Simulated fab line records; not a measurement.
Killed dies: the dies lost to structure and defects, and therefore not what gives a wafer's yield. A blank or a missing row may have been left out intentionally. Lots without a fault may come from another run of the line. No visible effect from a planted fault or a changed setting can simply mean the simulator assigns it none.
2 desks looking at one fault    flow nand harc    each desk holds nothing but its own numbers, with what lay behind them at the end

TOOL OWNER'S DESK, pvd sputter-01
The tool's own readings at NHARC_THIN_TSV_PRE_CLEAN_50 (time 30 s): means of the sampled wafers that have a number, for each lot that ran on this tool. Marked OUT: a lot whose mean sits more than 4 standard deviations from the usual mean, which makes it out of limits; the brackets give that distance.
Columns: A = heater power w at NHARC_THIN_TSV_PRE_CLEAN_50, usual 413 W
lot   first seen here  A
L848  day 20 05:03     405
L851  day 20 10:32     409
L857  day 21 12:27     434
This desk's verdict: no lot among the 3 shows anything out of limits.

AT THE METROLOGY DESK
What the gauges read for every lot (on any tool): the sampled wafers with a number, averaged. Marked OUT: a lot whose mean sits more than 4 standard deviations from the usual mean, which makes it out of limits; the brackets give that distance.
Columns: A = cd nm at NHARC_THIN_TSV_CD_MEAS_12, usual 1000.3 nm; B = cd nm at NHARC_THIN_TSV_CD_MEAS_16, usual 1000.3 nm; C = cd nm at NHARC_THIN_TSV_CD_MEAS_33, usual 4999.7 nm; D = cd nm at NHARC_THIN_TSV_CD_MEAS_37, usual 5000.1 nm
lot   first seen here  A       B       C       D
L850  day 20 00:31     998.4   999.1   4998.5  4997.8
L848  day 20 01:37     1000.4  1000.3  4999.5  5000.3
L851  day 20 07:40     998.8   998.4   4998.9  4997.6
L857  day 21 09:35     1000.5  1000.7  4997.7  4997.3
L858  day 21 22:19     999.2   999.1   5001.1  5000.2
L867  day 23 22:58     1000.7  1000.8  4999.0  4999.4
This desk's verdict: no lot among the 6 shows anything out of limits.

PUT TOGETHER
The tool owner's desk saw nothing out of limits.
At the metrology desk, nothing out of limits was observed.

WHAT THE SIMULATOR HAD PUT IN
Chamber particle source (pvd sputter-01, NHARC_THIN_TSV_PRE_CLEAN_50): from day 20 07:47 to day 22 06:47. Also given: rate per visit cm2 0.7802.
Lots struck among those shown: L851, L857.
